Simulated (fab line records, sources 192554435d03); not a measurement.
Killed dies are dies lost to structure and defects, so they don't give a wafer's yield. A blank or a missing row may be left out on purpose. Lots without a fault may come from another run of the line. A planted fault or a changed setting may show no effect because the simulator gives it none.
Split-lot experiment | flow n5_finfet | 7 lots, 21 wafers read, on a route of 1938 steps

THE SPLIT
At N5_HKMG_FIN_EXPOSE_46 (exposes mask NDIPOLE), the setting dose_mj was moved away from the recipe's 40 on 11 of the 21 wafers read, by -7.1% to +5.0%. The other wafers ran this setting at the recipe's value.

FROM THE SPLIT TO THE READING: what the file shows between them, 2 steps
- N5_HKMG_FIN_PEB_47: peb time 60 s
- N5_HKMG_FIN_DEVELOP_48: develop time 30 s

THE READING
cd_nm, in nm, at N5_HKMG_FIN_CD_MEAS_49 (target cd 202 nm). Fault-free wafers of this fab line usually give 202.2 nm, standard deviation 0.57 nm.

wafer  | tool, chamber at the split | dose_mj as run | against the recipe | cd_nm, nm | against lot-mates on the recipe
L074.3 | arfi_scanner-01, 0         | 40             | recipe             | 201.9     | -
L074.4 | arfi_scanner-01, 0         | 40             | recipe             | 202.1     | -
L074.6 | arfi_scanner-01, 0         | 40             | recipe             | 201.6     | -
L075.2 | arfi_scanner-03, 0         | 37.33          | -6.7%              | 197.8     | -3.9
L075.3 | arfi_scanner-03, 0         | 37.33          | -6.7%              | 197.8     | -3.9
L075.5 | arfi_scanner-03, 0         | 40             | recipe             | 201.7     | -
L083.2 | arfi_scanner-02, 0         | 37.2           | -7.0%              | 198.5     | no lot-mate on the recipe
L083.3 | arfi_scanner-02, 0         | 37.2           | -7.0%              | 198.9     | no lot-mate on the recipe
L083.4 | arfi_scanner-02, 0         | 37.2           | -7.0%              | 198.9     | no lot-mate on the recipe
L088.2 | arfi_scanner-02, 0         | 40             | recipe             | 202.4     | -
L088.3 | arfi_scanner-02, 0         | 40             | recipe             | 202.0     | -
L088.5 | arfi_scanner-02, 0         | 40             | recipe             | 202.4     | -
L091.3 | arfi_scanner-02, 0         | 42.02          | +5.0%              | 205.0     | no lot-mate on the recipe
L091.4 | arfi_scanner-02, 0         | 42.02          | +5.0%              | 205.6     | no lot-mate on the recipe
L091.5 | arfi_scanner-02, 0         | 42.02          | +5.0%              | 206.0     | no lot-mate on the recipe
L096.1 | arfi_scanner-02, 0         | 37.17          | -7.1%              | 198.9     | -3.4
L096.2 | arfi_scanner-02, 0         | 37.17          | -7.1%              | 199.1     | -3.2
L096.3 | arfi_scanner-02, 0         | 40             | recipe             | 202.3     | -
L097.2 | arfi_scanner-03, 0         | 40             | recipe             | 203.3     | -
L097.3 | arfi_scanner-03, 0         | 37.31          | -6.7%              | 199.2     | -4.0
L097.4 | arfi_scanner-03, 0         | 40             | recipe             | 203.0     | -

THE FIT
A straight line over all 21 wafers: cd_nm changes by +0.558 nm for each +1% of dose_mj; r = +0.97; the points scatter about the line by 0.58 nm.
The same after taking each lot's own level away (the mean of its wafers on the recipe; 15 wafers): +0.534 nm for each +1%; r = +0.99; scatter 0.29 nm.
On that fit, the largest move of dose_mj shifts the reading by 3.8 nm.
The lots' own levels span 201.70 to 203.15 nm, that is 2.5 times the standard deviation above.
So the lot-to-lot level changes the slope little: the two slopes agree.
Check: with one of the wafers moved furthest among these (-7.1%) left out of the fit, the line predicts -3.89 nm for it against its lot-mates. It came out at -3.4 nm against them.

THE WHOLE CHAIN: every reading that the file lists as answering this split, in the file's order
step                   | what it does                                           | reading                                                                | change (the file's fit)               | r (the file's)
N5_HKMG_FIN_CD_MEAS_49 | target cd 202 nm                                       | cd_nm                                                                  | +0.548 nm for each +1% of the setting | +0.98
N5_HKMG_FIN_ETCH_54    | etches SiARC in CF4, target depth 45.5 nm, time 75.8 s | HKMG_FIN.cd_offset_nm (the simulator's own value, which no gauge read) | +0.565 nm for each +1% of the setting | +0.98
N5_HKMG_FIN_ETCH_55    | etches SOC in N2/H2, target depth 240 nm, time 300 s   | HKMG_FIN.cd_offset_nm (the simulator's own value, which no gauge read) | +0.527 nm for each +1% of the setting | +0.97

THE FILE'S OWN FIT
cd_nm changes by +0.548 nm for each +1% of dose_mj, r = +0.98.
